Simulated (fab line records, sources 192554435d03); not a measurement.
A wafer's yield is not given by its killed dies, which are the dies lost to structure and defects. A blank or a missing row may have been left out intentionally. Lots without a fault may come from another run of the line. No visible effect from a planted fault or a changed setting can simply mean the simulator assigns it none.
2 desks looking at one fault	flow n5Finfet	every desk sees just its own numbers, and what lay behind them comes last

METROLOGY DESK
What the gauges read, lot by lot, whatever tool the lot ran on: means of the sampled wafers that have a number. Marked OUT: a lot whose mean sits more than 4 standard deviations from the usual mean, which makes it out of limits; the brackets give that distance. Shown are 7 of the 14 readings it has, namely the first that went out of limits plus those furthest out on some lot.
Columns: A = cdNm at N5_DUMMY_GATE_CD_MEAS_15, usual 25.05 nm; B = cdNm at N5_DUMMY_GATE_CD_MEAS_50, usual 13.9 nm; C = cdNm at N5_DUMMY_GATE_CD_MEAS_24, usual 14.9 nm; D = DIBL_N at N5_BEOL_M4_RC_MEAS_101, usual 36.9 mV/V; E = DIBL_P at N5_BEOL_M4_RC_MEAS_101, usual 37.3 mV/V; F = SS_N at N5_BEOL_M4_RC_MEAS_101, usual 71.6 mV/dec; G = SS_P at N5_BEOL_M4_RC_MEAS_101, usual 73.4 mV/dec
lot	first seen here	A	B	C	D	E	F	G
L248	day 2 18:43	25.18	14.3	14.7	36.4	38.7	71.6	74.0
L251	day 3 13:07	24.98	14.3	15.4	36.7	35.4	71.8	72.6
L253	day 4 00:23	24.83	13.8	14.7	36.6	38.4	71.7	73.5
L254	day 4 07:25	25.01	14.2	15.2	38.2	38.0	71.7	73.5
L255	day 4 12:08	24.89	13.8	14.8	36.5	36.3	72.0	73.0
L256	day 4 18:58	24.91	13.6	14.3	39.6	42.4	71.8	75.0
L261	day 6 05:05	27.20 (+9.0) OUT	15.6 (+4.3) OUT	16.8 (+4.3) OUT	30.8	28.9	69.7	71.2
L263	day 6 13:14	25.25	14.1	15.0	35.5	35.8	71.8	73.5
L265	day 7 00:19	26.93 (+7.8) OUT	15.9 (+5.2) OUT	16.9 (+4.7) OUT	30.9	28.5	69.8	71.7
This desk's verdict: out of limits on L261, L265, starting with L261 at day 6 13:46 (cdNm at N5_DUMMY_GATE_CD_MEAS_15). Within limits: L248, L251, L253, L254, L255, L256, L263.

DESK OF THE TOOL OWNER: euvScanner-02
The tool's own readings at N5_DUMMY_GATE_EXPOSE_12 (exposes mask GATE, target cd 25 nm): means of the sampled wafers that have a number, for each lot that ran on this tool. Marked OUT: a lot whose mean sits more than 4 standard deviations from the usual mean, which makes it out of limits; the brackets give that distance.
Columns: A = exposureDoseMJCm2 at N5_DUMMY_GATE_EXPOSE_12, usual 34.15; B = focusOffsetNm at N5_DUMMY_GATE_EXPOSE_12, usual 0.0 nm
lot	first seen here	A	B
L248	day 3 07:05	34.30	0.2
L254	day 4 17:56	34.31	0.4
L255	day 4 20:55	34.31	-0.3
L256	day 5 03:24	34.30	-0.2
L261	day 6 13:38	30.65 (-23) OUT	0.2
L265	day 7 08:54	31.39 (-18) OUT	0.3
This desk's verdict: out of limits on L261, L265, starting with L261 at day 6 13:38 (exposureDoseMJCm2 at N5_DUMMY_GATE_EXPOSE_12). Within limits: L248, L254, L255, L256.

ALL TOGETHER
The tool owner's desk could have raised an alarm at day 6 13:38, on L261, L265.
On L261, L265, the metrology desk was in a position to raise an alarm at day 6 13:46.
Of the lots named, all ran N5_DUMMY_GATE_EXPOSE_12 on euvScanner-02.

WHAT THE SIMULATOR HAD INSERTED
Process parameters drifting: euvScanner-02 at N5_DUMMY_GATE_EXPOSE_12, beginning at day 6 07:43. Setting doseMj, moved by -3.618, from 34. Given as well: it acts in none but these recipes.
Shown lots that were struck: L261, L265.
Counting hours from when the fault started, the first reading out of limits came at 6 for the tool owner's desk and at 6 for the metrology desk.
